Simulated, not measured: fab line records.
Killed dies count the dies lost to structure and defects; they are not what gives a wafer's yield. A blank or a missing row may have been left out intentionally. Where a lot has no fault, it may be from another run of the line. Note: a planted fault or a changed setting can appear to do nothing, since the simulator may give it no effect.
fab line records | flow nandHarc
[record] lots = 6 | wafers = 18 | lastDay = 33
route steps=1302 shown A_WL_FILL@953 END@1302
lots that met no fault: taken from a fault-free run of the same line
startH: hours from the record's opening day to when the first of the lot's shown wafers began | waitH: hours since the lot's step before | " same as the row above | L1.1+2: a row that stands for several wafers | - value missing, or start not given | * or withheld: withheld | < > ~ a bound
route shown NAME@n: names a module that has steps shown in the file, with the first one's number in the route | usual: average and standard deviation across the fault-free wafers | same: alike in all rows | chamber/n: place in a boat | sites: readings site by site | _std_site: how widely they spread, as a standard deviation | _edge_site: inner sites' mean taken away from outer sites' mean | radiusMm: how far each site lies from the wafer's centre | mask NAME#n: copy n | behind: tool/chamber where the wafer was last shaped | hold: what put the lot on hold/how long, in hours/how the hold closed | device: whichever transistor did not switch (one of n, p or np) | end of line: the tests these same wafers got at the end of their route | a step with no rows: only its recipe | killed: dies lost to structure and defects at the first sort, not the wafer's yield | map: the dies of a wafer, with x for killed, . for not killed, _ for no die there
set.NAME: setting as actually run; set.NAME@STEP: the setting as run at that earlier step | model.NAME: the simulator's own value behind a step, which no gauge read
certain route steps with their lots: each step a table, each wafer a row
services: from which hour (startH, from the record's first day; less than 0 if before it) a tool's chamber was out of use, for how many hours, and why
[[steps]]
[step NHARC_A_WL_FILL_RTA_01]
[recipe] tempC = 1000 | timeS = 5
[usual] lampPowerPct = 31.70/0.044 | lamp_zone_2_pct = 31.70/0.044 | wafer_temp_C_max = 1005.3/1.5
[same] timeS = 5
lot.wafer | tool         | chamber | startH | waitH | lampPowerPct | lamp_zone_2_pct | wafer_temp_C_max
L907.3    | rtpAnneal-02 | 0       | 525.01 | -     | 31.69        | 31.74           | 1004.0
L907.5    | "            | 0       | "      | "     | 31.64        | 31.64           | 1004.0
L907.6    | "            | 0       | "      | "     | 31.67        | 31.70           | 1004.1
L905.1    | rtpAnneal-02 | 0       | 537.45 | -     | 31.65        | 31.63           | 1005.0
L905.5    | "            | 0       | "      | "     | 31.65        | 31.66           | 1004.8
L905.6    | "            | 0       | "      | "     | 31.68        | 31.62           | 1004.5
L913.2    | rtpAnneal-02 | 0       | 575.28 | -     | 31.63        | 31.66           | 1004.7
L913.3    | "            | 0       | "      | "     | 31.69        | 31.67           | 1004.6
L913.5    | "            | 0       | "      | "     | 31.64        | 31.63           | 1004.8
L912.3    | rtpAnneal-01 | 0       | 579.10 | -     | 31.75        | 31.76           | 1007.1
L912.5    | "            | 0       | "      | "     | 31.75        | 31.69           | 1008.5
L912.6    | "            | 0       | "      | "     | 31.66        | 31.76           | 1006.2
L921.1    | rtpAnneal-01 | 0       | 670.96 | -     | 31.74        | 31.74           | 1004.2
L921.2    | "            | 0       | "      | "     | 31.74        | 31.72           | 1005.2
L921.3    | "            | 0       | "      | "     | 31.77        | 31.75           | 1004.6
L923.3    | rtpAnneal-01 | 0       | 691.90 | -     | 31.70        | 31.64           | 1004.1
L923.4    | "            | 0       | "      | "     | 31.69        | 31.73           | 1008.0
L923.6    | "            | 0       | "      | "     | 31.78        | 31.77           | 1005.9
[step NHARC_A_WL_FILL_ALD_02]
[recipe] targetThkA = 20 | pulseTimeS = 3 | aldCycles = 100 | tempC = 450 | material = TiN
[usual] aldCycles = 100/0 | heaterPowerW = 1075/100 | precursorPulseHeightRel = 1.000/0.022 | susceptorTempC = 450.01/0.25
lot.wafer | tool        | chamber | startH | waitH | aldCycles | heaterPowerW | precursorPulseHeightRel | susceptorTempC
L907.3    | aldMetal-04 | 1       | 525.29 | 0.2   | 100       | 1292         | 1.008                   | 449.73
L907.5    | "           | 2       | "      | "     | 100       | 1019         | 0.994                   | 449.95
L907.6    | "           | 3       | "      | "     | 100       | 1175         | 0.985                   | 449.71
L905.1    | aldMetal-01 | 3       | 537.67 | 0.2   | 100       | 985          | 0.978                   | 450.05
L905.5    | "           | 3       | "      | "     | 100       | 971          | 1.026                   | 450.09
L905.6    | "           | 0       | "      | "     | 100       | 979          | 1.024                   | 449.86
L913.3    | aldMetal-04 | 3       | 575.50 | 0.2   | 100       | 1207         | 1.013                   | -
L913.2    | "           | 0       | "      | "     | 100       | 899          | 0.978                   | -
L913.5    | "           | 3       | "      | "     | 100       | 1155         | 0.993                   | -
L912.3    | aldMetal-03 | 0       | 579.30 | 0.2   | 100       | 1119         | 0.995                   | 450.56
L912.5    | "           | 3       | "      | "     | 100       | 1017         | 1.040                   | 449.76
L912.6    | "           | 0       | "      | "     | 100       | 1116         | 0.969                   | 450.03
L921.2    | aldMetal-03 | 2       | 671.17 | 0.2   | 100       | 1080         | 0.997                   | 450.08
L921.1    | "           | 3       | "      | "     | 100       | 1061         | 1.038                   | 450.06
L921.3    | "           | 0       | "      | "     | 100       | 1152         | 0.988                   | 449.86
L923.3    | aldMetal-01 | 3       | 692.14 | 0.2   | 100       | 987          | 1.020                   | 449.71
L923.4    | "           | 0       | "      | "     | 100       | 979          | 1.014                   | 450.07
L923.6    | "           | 1       | "      | "     | 100       | 996          | 1.014                   | 450.01
[step NHARC_A_WL_FILL_CVD_03]
[recipe] targetThkA = 400 | tempC = 300 | pressureTorr = 40 | wf6FlowSccm = 40 | h2FlowSccm = 1600 | arFlowSccm = 1560 | timeS = 279 | material = W
[usual] heaterPowerW = 454/39 | susceptorTempC = 300.01/0.19 | throttleValvePct = 7.95/0.29
[same] timeS = 279
lot.wafer | tool    | chamber | startH | waitH | heaterPowerW | susceptorTempC | throttleValvePct
L907.3    | cvdW-02 | 1       | 525.71 | 0.2   | 479          | 300.11         | 7.67
L907.6    | "       | 1       | "      | "     | 479          | 300.06         | 8.17
L907.5    | "       | 0       | "      | "     | 507          | 299.88         | 8.14
L905.1    | cvdW-02 | 1       | 538.16 | 0.1   | 474          | 299.96         | 8.04
L905.5    | "       | 0       | "      | "     | 492          | 300.00         | 8.34
L905.6    | "       | 1       | "      | "     | 472          | 300.12         | 8.02
L913.2    | cvdW-01 | 0       | 575.90 | 0.1   | 421          | 299.70         | 7.57
L913.3    | "       | 1       | "      | "     | 424          | 299.73         | 7.50
L913.5    | "       | 1       | "      | "     | 421          | 299.75         | 7.41
L912.3    | cvdW-02 | 0       | 579.85 | 0.2   | 505          | 300.22         | 8.05
L912.5    | "       | 1       | "      | "     | 474          | 300.07         | 7.92
L912.6    | "       | 0       | "      | "     | 519          | 300.12         | 8.39
L921.1    | cvdW-01 | 1       | 671.61 | 0.1   | 415          | 300.22         | 7.63
L921.2    | "       | 0       | "      | "     | 411          | 300.12         | 7.82
L921.3    | "       | 1       | "      | "     | 427          | 299.99         | 7.87
L923.4    | cvdW-01 | 1       | 692.60 | 0.2   | 421          | 300.05         | 8.03
L923.3    | "       | 0       | "      | "     | 415          | 300.44         | 7.78
L923.6    | "       | 1       | "      | "     | 421          | 300.11         | 7.63
[step NHARC_A_WL_FILL_ETCHBACK_04]
[recipe] targetDepthA = 600 | timeS = 120 | chemistry = NF3
[usual] drypumpMotorCurrentA = 5.78/0.29 | oesProductAu = 0.994/0.0077
[same] timeS = 120
lot.wafer | tool        | chamber | startH | waitH | drypumpMotorCurrentA | oesProductAu | rfHoursCounterH
L907.3    | rieMetal-01 | 1       | 526.05 | 0.3   | 6.05                 | 0.991        | -
L907.5    | "           | 1       | "      | "     | 6.06                 | 0.998        | -
L907.6    | "           | 0       | "      | "     | 5.70                 | 0.996        | -
L905.1    | rieMetal-02 | 1       | 538.48 | 0.3   | 5.61                 | 0.998        | 1.4
L905.6    | "           | 1       | "      | "     | 5.59                 | 0.993        | -
L905.5    | "           | 0       | "      | "     | 5.28                 | 1.003        | -
L913.2    | rieMetal-02 | 1       | 576.30 | 0.4   | 5.58                 | 0.992        | 2.1
L913.3    | "           | 1       | "      | "     | 5.57                 | 0.984        | -
L913.5    | "           | 0       | "      | "     | 5.27                 | 0.986        | -
L912.3    | rieMetal-03 | 0       | 580.14 | 0.2   | 6.02                 | 0.997        | -
L912.5    | "           | 0       | "      | "     | 5.96                 | 0.998        | -
L912.6    | "           | 1       | "      | "     | 6.30                 | 1.003        | -
L921.2    | rieMetal-03 | 0       | 671.98 | 0.3   | 6.02                 | 0.986        | 2.0
L921.1    | "           | 1       | "      | "     | 6.30                 | 0.984        | 2.0
L921.3    | "           | 1       | "      | "     | 6.29                 | 0.988        | -
L923.4    | rieMetal-02 | 1       | 692.94 | 0.3   | 5.56                 | 0.980        | -
L923.3    | "           | 0       | "      | "     | 5.29                 | 0.994        | -
L923.6    | "           | 1       | "      | "     | 5.57                 | 0.998        | -
[step NHARC_A_WL_FILL_ETCHBACK_05]
[recipe] targetDepthA = 220 | timeS = 60 | tempC = 40 | chemistry = Cl2/BCl3
[step NHARC_A_WL_FILL_STRIP_27]
[recipe] powerW = 1500 | tempC = 250 | timeS = 20 | chemistry = N2/H2
[usual] drypumpMotorCurrentA = 5.6/0.34 | heaterPowerW = 334/13
[same] timeS = 20
lot.wafer | tool           | chamber | startH | waitH | drypumpMotorCurrentA | heaterPowerW | rfHoursCounterH
L907.3    | plasmaAsher-02 | 1       | 526.41 | 0.1   | 6.1                  | 331          | -
L907.6    | "              | 1       | "      | "     | 6.1                  | 342          | -
L907.5    | "              | 0       | "      | "     | 5.4                  | 339          | -
L905.1    | plasmaAsher-02 | 0       | 538.86 | 0.1   | 5.4                  | 343          | 23
L905.6    | "              | 0       | "      | "     | 5.4                  | 344          | -
L905.5    | "              | 1       | "      | "     | 6.1                  | 340          | -
L913.2    | plasmaAsher-01 | 1       | 576.67 | 0.1   | 5.2                  | 346          | 8
L913.3    | "              | 1       | "      | "     | 5.2                  | 343          | -
L913.5    | "              | 0       | "      | "     | 5.8                  | 313          | -
L912.3    | plasmaAsher-01 | 1       | 580.52 | 0.2   | 5.2                  | 351          | -
L912.5    | "              | 0       | "      | "     | 5.8                  | 311          | -
L912.6    | "              | 1       | "      | "     | 5.2                  | 336          | -
L921.2    | plasmaAsher-01 | 1       | 672.36 | 0.1   | 5.2                  | 340          | 29
L921.1    | "              | 0       | "      | "     | 5.8                  | 308          | 29
L921.3    | "              | 0       | "      | "     | 5.9                  | 318          | -
L923.3    | plasmaAsher-01 | 1       | 693.31 | 0.2   | 5.2                  | 352          | -
L923.4    | "              | 0       | "      | "     | 5.8                  | 304          | -
L923.6    | "              | 0       | "      | "     | 5.8                  | 311          | -
[step NHARC_A_WL_FILL_STRIP_28]
[recipe] timeS = 1200 | tempC = 72.5 | chemistry = postEtchResidueRemover
[step NHARC_A_WL_FILL_PRECLEAN_06]
[recipe] timeS = 300 | chemistry = DIW
[step NHARC_A_WL_FILL_SRD_07]
[step NHARC_A_WL_FILL_ANNEAL_08]
[recipe] tempC = 450 | timeS = 1800
[step NHARC_A_WL_FILL_ALD_10]
[recipe] targetThkA = 500 | pulseTimeS = 10 | aldCycles = 500 | tempC = 300 | material = SiO2
[usual] aldCycles = 500/0 | heaterPowerW = 485/48 | precursorPulseHeightRel = 1.000/0.018 | susceptorTempC = 300.02/0.21
lot.wafer | tool     | chamber | startH | waitH | aldCycles | heaterPowerW | precursorPulseHeightRel | susceptorTempC
L907.3    | aldHk-03 | 3       | 535.63 | 1.6   | 500       | 494          | 1.059                   | 299.74
L907.6    | "        | 0       | "      | "     | 500       | 405          | 0.994                   | 300.07
L907.5    | "        | 1       | "      | "     | 500       | 545          | 1.023                   | 300.24
L905.1    | aldHk-02 | 2       | 545.18 | 1.1   | 500       | 556          | 0.981                   | 299.57
L905.6    | "        | 0       | 546.22 | 2.1   | 500       | 516          | 0.999                   | 299.81
L905.5    | "        | 1       | "      | "     | 500       | 478          | 1.010                   | 300.20
L913.2    | aldHk-03 | 0       | 580.64 | 0.6   | 457       | 370          | 1.013                   | 300.19
L913.3    | "        | 2       | 581.66 | 1.6   | 500       | 465          | 0.948                   | 300.20
L913.5    | "        | 3       | "      | "     | 500       | 513          | 1.000                   | 300.19
L912.3    | aldHk-03 | 3       | 587.26 | 1.6   | 500       | 531          | 1.004                   | 300.17
L912.6    | "        | 0       | "      | "     | 457       | 386          | 0.985                   | 299.76
L912.5    | "        | 1       | "      | "     | 500       | 528          | 0.990                   | 300.23
L921.1    | aldHk-02 | 0       | 677.28 | 0.1   | 500       | 526          | 0.966                   | 299.96
L921.2    | "        | 1       | "      | "     | 500       | 476          | 0.993                   | 300.15
L921.3    | "        | 2       | "      | "     | 500       | 561          | 1.033                   | 299.72
L923.3    | aldHk-04 | 3       | 700.99 | 2.7   | 500       | 457          | 0.999                   | 300.11
L923.4    | "        | 2       | 702.52 | 4.2   | 500       | 434          | 1.005                   | 300.38
L923.6    | "        | 0       | 703.54 | 5.2   | 500       | 501          | 1.036                   | 299.99
[step NHARC_A_WL_FILL_ETCHBACK_16]
[recipe] targetDepthA = 1200 | timeS = 24 | c4f8FlowSccm = withheld | o2FlowSccm = 8 | arFlowSccm = withheld | rfW = 600 | biasW = 800 | chemistry = C4F8/O2/Ar
[step NHARC_END_SORT_01]
[recipe] tempC = 25
[usual] killedAtArray = 56/21 | killedAtOther = 0.8/1 | killedAtPeriphery = 3.6/2.8 | killedDies = 60/20 | killedOpen = 3.2/1.9 | killedShort = 2.4/1.6
[same] grossDies = 677
lot.wafer | tool      | chamber | startH | waitH | killedAtArray | killedAtOther | killedAtPeriphery | killedDies | killedOpen | killedShort
L913.2    | prober-01 | 0       | 671.78 | 2.8   | 35            | 1             | 4                 | 40         | 0          | 1
L913.3    | prober-01 | 0       | 672.58 | 3.1   | 49            | 2             | 10                | 61         | 4          | 5
L913.5    | prober-01 | 0       | 674.18 | 3.7   | 47            | 3             | 11                | 61         | 3          | 2
L912.3    | prober-01 | 0       | 680.34 | 3.1   | 68            | 1             | 3                 | 72         | 2          | 1
L912.5    | prober-01 | 0       | 681.93 | 3.7   | 96            | 0             | 1                 | 97         | 2          | 3
L912.6    | prober-01 | 0       | 682.73 | 4.0   | 66            | 1             | 6                 | 73         | 1          | 0
L921.1    | prober-01 | 0       | 762.12 | 2.5   | 38            | 0             | 4                 | 42         | 3          | 2
L921.2    | prober-01 | 0       | 762.93 | 2.8   | 43            | 1             | 4                 | 48         | 4          | 1
L921.3    | prober-01 | 0       | 763.73 | 3.1   | 46            | 1             | 2                 | 49         | 0          | 1
// killed by level:class
L913.2 A_SLIT:chamberFilmFlake=20 A_CHANNEL_HOLE_D2:chamberFilmFlake=9 P_CONTACT:chamberFilmFlake=2 P_BONDPAD:chamberFilmFlake=2 A_CHANNEL_HOLE_D1:chamberFilmFlake=2 A_STAIRCASE:chamberFilmFlake=2 A_ONON_D2:geometricParticle:short=1 A_M0:chamberFilmFlake=1
L913.3 A_SLIT:chamberFilmFlake=21 P_CONTACT:chamberFilmFlake=6 A_CHANNEL_HOLE_D1:chamberFilmFlake=4 A_CHANNEL_HOLE_D2:chamberFilmFlake=4 A_STAIRCASE:chamberFilmFlake=4 A_CONTACT:chamberFilmFlake=4 P_BONDPAD:chamberFilmFlake=3 A_WL_FILL:chamberFilmFlake=3
L913.5 A_SLIT:chamberFilmFlake=24 A_CHANNEL_HOLE_D2:chamberFilmFlake=10 P_CONTACT:chamberFilmFlake=7 P_BONDPAD:chamberFilmFlake=3 A_CHANNEL_HOLE_D1:chamberFilmFlake=3 THIN_TSV:chamberFilmFlake=3 A_WL_FILL:chamberFilmFlake=2 P_CONTACT:geometricParticle:open=1
L912.3 A_CHANNEL_HOLE_D1:chamberFilmFlake=31 A_SLIT:chamberFilmFlake=12 A_BONDPAD:chamberFilmFlake=4 A_CONTACT:chamberFilmFlake=4 A_CHANNEL_FILL_D1:chamberFilmFlake=3 A_SGD_CUT:chamberFilmFlake=3 A_WL_FILL:chamberFilmFlake=3 P_BONDPAD:chamberFilmFlake=2
L912.5 A_SLIT:chamberFilmFlake=37 A_CHANNEL_HOLE_D1:chamberFilmFlake=32 A_CONTACT:chamberFilmFlake=5 A_STAIRCASE:chamberFilmFlake=4 A_ZERO_WELL:chamberFilmFlake=3 A_ONON_D2:geometricParticle:short=2 A_CHANNEL_FILL_D1:chamberFilmFlake=2 A_CHANNEL_HOLE_D2:chamberFilmFlake=2
L912.6 A_CHANNEL_HOLE_D1:chamberFilmFlake=28 A_SLIT:chamberFilmFlake=18 A_STAIRCASE:chamberFilmFlake=6 P_BONDPAD:chamberFilmFlake=4 A_CONTACT:chamberFilmFlake=4 A_CHANNEL_HOLE_D2:chamberFilmFlake=3 A_WL_FILL:chamberFilmFlake=2 P_M0:geometricParticle:open=1
L921.1 A_SLIT:chamberFilmFlake=21 A_CHANNEL_HOLE_D1:chamberFilmFlake=5 A_STAIRCASE:chamberFilmFlake=4 A_CONTACT:chamberFilmFlake=3 P_ZERO_WELL:chamberFilmFlake=2 P_GATE:chamberFilmFlake=2 A_CHANNEL_HOLE_D1:geometricParticle:short=1 A_ONON_D2:geometricParticle:short=1
L921.2 A_SLIT:chamberFilmFlake=25 A_CHANNEL_HOLE_D1:chamberFilmFlake=8 A_STAIRCASE:chamberFilmFlake=3 P_ZERO_WELL:chamberFilmFlake=2 A_CONTACT:chamberFilmFlake=2 P_GATE:geometricParticle:open=1 P_M0:geometricParticle:open=1 A_ONON_D1:geometricParticle:open=1
L921.3 A_SLIT:chamberFilmFlake=29 A_CHANNEL_HOLE_D1:chamberFilmFlake=8 A_STAIRCASE:chamberFilmFlake=4 A_CHANNEL_HOLE_D2:chamberFilmFlake=2 A_ONON_D2:geometricParticle:short=1 P_GATE:chamberFilmFlake=1 P_M0:chamberFilmFlake=1 A_DECK1_JOINT:chamberFilmFlake=1
[[services]]
tool           | chamber | startH | hours | kind
cvdW-01        | -       | 505.02 | 2.6   | repair
aldMetal-04    | -       | 505.86 | 1.2   | repair
cvdW-01        | -       | 509.87 | 4.1   | repair
plasmaAsher-01 | -       | 519.00 | 9.0   | pm
rieMetal-03    | -       | 519.00 | 9.0   | pm
aldHk-02       | -       | 526.00 | 10.0  | pm
aldMetal-01    | -       | 526.00 | 10.0  | pm
aldMetal-03    | 0       | 540.35 | 16.0  | repair
cvdW-01        | -       | 547.00 | 13.0  | pm
plasmaAsher-01 | -       | 547.22 | 4.2   | repair
cvdW-02        | -       | 552.79 | 1.8   | repair
aldMetal-03    | -       | 568.00 | 10.0  | pm
aldHk-03       | -       | 568.55 | 10.0  | pm
cvdW-01        | 0       | 581.55 | 9.1   | repair
rieMetal-03    | 0       | 584.70 | 1.7   | repair
plasmaAsher-01 | -       | 602.06 | 5.1   | repair
plasmaAsher-02 | -       | 603.33 | 9.0   | pm
cvdW-01        | -       | 608.11 | 0.6   | repair
plasmaAsher-02 | -       | 612.34 | 2.1   | repair
rieMetal-03    | -       | 623.46 | 1.1   | repair
cvdW-02        | -       | 631.00 | 13.0  | pm
rieMetal-02    | -       | 631.00 | 9.0   | pm
cvdW-01        | 1       | 651.62 | 5.7   | repair
plasmaAsher-01 | -       | 696.00 | 9.0   | pm
[[key]]
[firstSign] step = NHARC_A_WL_FILL_ALD_10 | reading = aldCycles | direction = down | sigmas = 99+ | usual = 500 | struck = 457
effect none on later readings
metAt NHARC_A_WL_FILL_ALD_10
struckWafers L912.6,L913.2
testerLeftOut L912,L913
[fault] kind = processParameterDrift | tool = aldHk-03 | chamber = 0 | onsetH = 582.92 | steps = NHARC_A_WL_FILL_ALD_10 | channel = aldCycles | offset = -43 | shape = step | endH = 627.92 | actsIn = theseRecipesOnly | stated = 500
// testerLeftOut: of these lots the tester's yield and bins aren't shown, on N5 and GAA mostly nor the transistor test; their killed dies are dies lost to structure and defects alone, not to doping, threshold or leakage, so they don't give the yield
